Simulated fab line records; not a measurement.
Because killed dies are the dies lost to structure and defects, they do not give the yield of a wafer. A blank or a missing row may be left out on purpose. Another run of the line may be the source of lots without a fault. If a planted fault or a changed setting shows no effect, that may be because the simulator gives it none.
Matching of chambers | flow n5-finfet | N5_MOL_CONTACT_COAG_ETCH_15 on rie-diel-06 has 4 sister chambers
The step etches SiNx in CH3F/O2, stops on Si:P, target depth 7 nm. 18 wafers are shown with their chamber, then 9 later ones without.

EACH WAFER AND ITS CHAMBER
wafer  | chamber | showerhead-plenum-p-Torr (Torr) | drypump-motor-current-A (A) | rf-vpp-V (V)
L075.2 | 2       | 2.10                            | 5.0                         | 300
L075.3 | 1       | 2.07                            | 5.6                         | 305
L075.4 | 1       | 2.07                            | 5.6                         | 306
L076.2 | 0       | 2.10                            | 5.2                         | 303
L076.4 | 0       | 2.10                            | 5.2                         | 302
L076.6 | 1       | 2.07                            | 5.6                         | 305
L084.2 | 0       | 2.10                            | 5.2                         | 302
L084.4 | 3       | 1.97                            | 5.7                         | 289
L084.5 | 1       | 2.07                            | 5.6                         | 306
L086.4 | 2       | 2.09                            | 5.0                         | 301
L086.5 | 2       | 2.09                            | 5.0                         | 302
L086.6 | 3       | 1.97                            | 5.6                         | 288
L089.1 | 2       | 2.09                            | 4.9                         | 301
L089.3 | 1       | 2.07                            | 5.6                         | 304
L089.5 | 2       | 2.09                            | 4.9                         | 302
L093.1 | 1       | 2.06                            | 5.6                         | 304
L093.3 | 3       | 1.96                            | 5.7                         | 290
L093.5 | 3       | 1.96                            | 5.6                         | 288

SIGNATURES, as means of the wafers listed above
reading                  | chamber 0 | chamber 1 | chamber 2 | chamber 3 | scatter within a chamber
showerhead-plenum-p-Torr | 2.1000    | 2.0683    | 2.0920    | 1.9650    | 0.00434
drypump-motor-current-A  | 5.200     | 5.600     | 4.960     | 5.650     | 0.0396
rf-vpp-V                 | 302.33    | 305.00    | 301.20    | 288.75    | 0.854
Rule: for each reading, subtract the chamber's mean from the wafer's reading, divide by that reading's scatter and square the result; add these up over the readings and take the root, which gives the wafer's distance from the chamber. If the next closest chamber is less than 2 further off than the closest, the wafer can't be placed; otherwise it belongs to the closest. The scatter: take each reading less its chamber's mean, square it, sum over the shown wafers, divide by the number of wafers less the number of chambers, and take the root.

WAFERS WITH NO CHAMBER GIVEN
wafer  | showerhead-plenum-p-Torr (Torr) | drypump-motor-current-A (A) | rf-vpp-V (V)
L094.1 | 1.96                            | 5.6                         | 289
L094.2 | 2.09                            | 5.2                         | 303
L094.5 | 2.09                            | 4.9                         | 301
L096.1 | 2.08                            | 5.0                         | 300
L096.3 | 2.06                            | 5.6                         | 307
L096.5 | 1.96                            | 5.6                         | 291
L097.2 | 2.09                            | 5.1                         | 304
L097.3 | 1.96                            | 5.6                         | 289
L097.4 | 2.08                            | 5.0                         | 302

EACH ONE'S CHAMBER
wafer  | from the rows above     | in truth
L094.1 | 3                       | 3
L094.2 | 0                       | 0
L094.5 | 2                       | 2
L096.1 | 2                       | 2
L096.3 | 1                       | 1
L096.5 | 3                       | 3
L097.2 | can't be placed: 0 or 2 | 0
L097.3 | 3                       | 3
L097.4 | 2                       | 2
Correctly placed: 8 of 9. Cannot be placed on the basis of these rows: 1; the candidates contain the true chamber in 1. Number placed wrongly: 0.
